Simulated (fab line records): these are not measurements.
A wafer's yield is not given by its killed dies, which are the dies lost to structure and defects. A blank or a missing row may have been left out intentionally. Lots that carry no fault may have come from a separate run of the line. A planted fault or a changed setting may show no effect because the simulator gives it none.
A struck lot beside a sound one :: flow n5-finfet :: 37 out of 1938 route steps
Sound: these wafers, L816.2, L816.4, L816.6. Wafers L820.1, L820.2, L820.4 were the ones struck. The cause comes at the end.
Each step with rows lists, per side, the tool, then ch with its chambers, then its first start. Under that, the readings that differ: sound wafers :: struck wafers :: difference of the means :: sigmas: that difference in standard deviations of wafers without a fault.
alike: a reading whose means differ by less than 2 such deviations, as well as words and numbers matching on both sides. not compared: withheld readings; readings where some wafer has no value; bounds like >300 that might hide an equal value; numbers whose values overlap and for which the record gives no deviation.
The two part at a step that has a row with sigmas, a row that says differs or no value, or rows on one side only. Numbers that don't overlap but have no deviation are shown without sigmas and don't part them. A reading missing from all wafers of one side parts the sides only when that side holds two or more wafers.

first, 8 steps without rows for these wafers: N5_BEOL_M2_ECD_50 (material Cu, target thk 300 nm); N5_BEOL_M2_ANNEAL_51 (time 90 s); N5_BEOL_M2_CMP_52 (polishes, stops on SiOC, t overpolish 6.8 s, target thk 40 nm); N5_BEOL_M2_PRE_CLEAN_60 (time 15 s); N5_BEOL_M2_CO_CAP_55 (material Co, precursor CCTBA/H2, target thk 2 nm, time 102.1 s); N5_BEOL_M2_PRE_CLEAN_56 (time 15 s); N5_BEOL_M2_DEP_57 (deposits SiCN from 3MS/NH3, target thk 8 nm, time 14 s); N5_BEOL_M3_ILD_DEP_00 (deposits SiOC from DEMS/O2, target thk 79 nm, time 15.3 s).
N5_BEOL_M3_PECVD_72: deposits SiO2 from TEOS/O2, target thk 16 nm, time 18 s.
  sound on pecvd-03 ch 1,2, day 11 02:10; struck on pecvd-03 ch 0,2, day 12 02:35
reading: susceptor-temp-C (C)
sound: 399.91 400.03 399.74
struck: 404.11 404.48 404.10
difference: +4.34
sigmas: +21

reading: model.SiO2_of_BEOL_M3_PECVD_72.thk-nm (nm)
sound: 16.2 16.2 16.2
struck: 15.8 15.6 15.8
difference: -0.5
sigmas: 
  alike: heater-power-w, showerhead-plenum-p-Torr, throttle-valve-pct
  not compared: since-wet-clean-h
then, 25 steps without rows for these wafers: N5_BEOL_M3_HM_DEP_02 (deposits TiN, target thk 20 nm); N5_BEOL_M3_COAT_61 (time 60 s, resist thk 60 nm); N5_BEOL_M3_COAT_62 (time 60 s, resist thk 12 nm); N5_BEOL_M3_COAT_73 (time 60 s, resist thk 5 nm); N5_BEOL_M3_COAT_05 (resist thk 30 nm); N5_BEOL_M3_EBR_07; N5_BEOL_M3_SOFTBAKE_06 (time 60 s); N5_BEOL_M3_EXPOSE_08 (exposes mask M3); N5_BEOL_M3_PEB_09 (peb time 60 s); N5_BEOL_M3_DEVELOP_10 (develop time 30 s); N5_BEOL_M3_DESCUM_16 (chemistry O2, time 7 s); N5_BEOL_M3_ETCH_74 (etches underlayer in N2/H2, target depth 6.5 nm, time 5.2 s); N5_BEOL_M3_ETCH_63 (etches SiARC in CF4, target depth 15.6 nm, time 26 s); N5_BEOL_M3_ETCH_64 (etches SOC in N2/H2, target depth 75 nm, overetch 15 nm, time 112.5 s); N5_BEOL_M3_STRIP_65 (strips in N2/H2); N5_BEOL_M3_STRIP_75 (strips in N2/H2); N5_BEOL_M3_STRIP_66 (strips in CF4); N5_BEOL_M3_HM_OPEN_17 (chemistry Cl2/BCl3, target TiN, target depth 20 nm, overetch 6 nm); N5_BEOL_M3_STRIP_19 (strips in O2); N5_BEOL_M3_COAT_67 (time 60 s, resist thk 60 nm); N5_BEOL_M3_COAT_68 (time 60 s, resist thk 12 nm); N5_BEOL_M3_COAT_76 (time 60 s, resist thk 5 nm); N5_BEOL_M3_COAT_22 (resist thk 30 nm); N5_BEOL_M3_EBR_24; N5_BEOL_M3_SOFTBAKE_23 (time 60 s).
N5_BEOL_M3_HM_STRIP_39: strips TiN in peroxide tin strip, target depth 25 nm, time 158 s.
  sound on wet-bench-04 ch 0,2,3, day 11 22:53; struck on wet-bench-06 ch 0,6,7, day 13 04:32
reading: model.SiO2_of_BEOL_M3_PECVD_72.thk-nm (nm)
sound: 16 16 16
struck: 15.6 15.4 15.6
difference: -0.5
sigmas: 
N5_BEOL_M4_RC_MEAS_101:
  sound on prober-01 ch 0, day 12 20:34; struck on prober-02 ch 0, day 14 04:38
reading: ION_P (uA/um)
sound: 455 448 460
struck: 468 468 467
difference: +13
sigmas: +2
  alike: DIBL_N, DIBL_P, IOFF_N, IOFF_P, ION_N, SS_N, SS_P, VT_N, VT_P
following that, these wafers have no rows for 1 step: N5_PASSIVATION_PROBE_49.

## WHERE THEY PART
First at N5_BEOL_M3_PECVD_72; last, within this record, at N5_BEOL_M4_RC_MEAS_101.

WHY: what had been put in by the simulator
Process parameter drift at N5_BEOL_M3_PECVD_72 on pecvd-03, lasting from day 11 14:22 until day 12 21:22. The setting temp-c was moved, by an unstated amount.
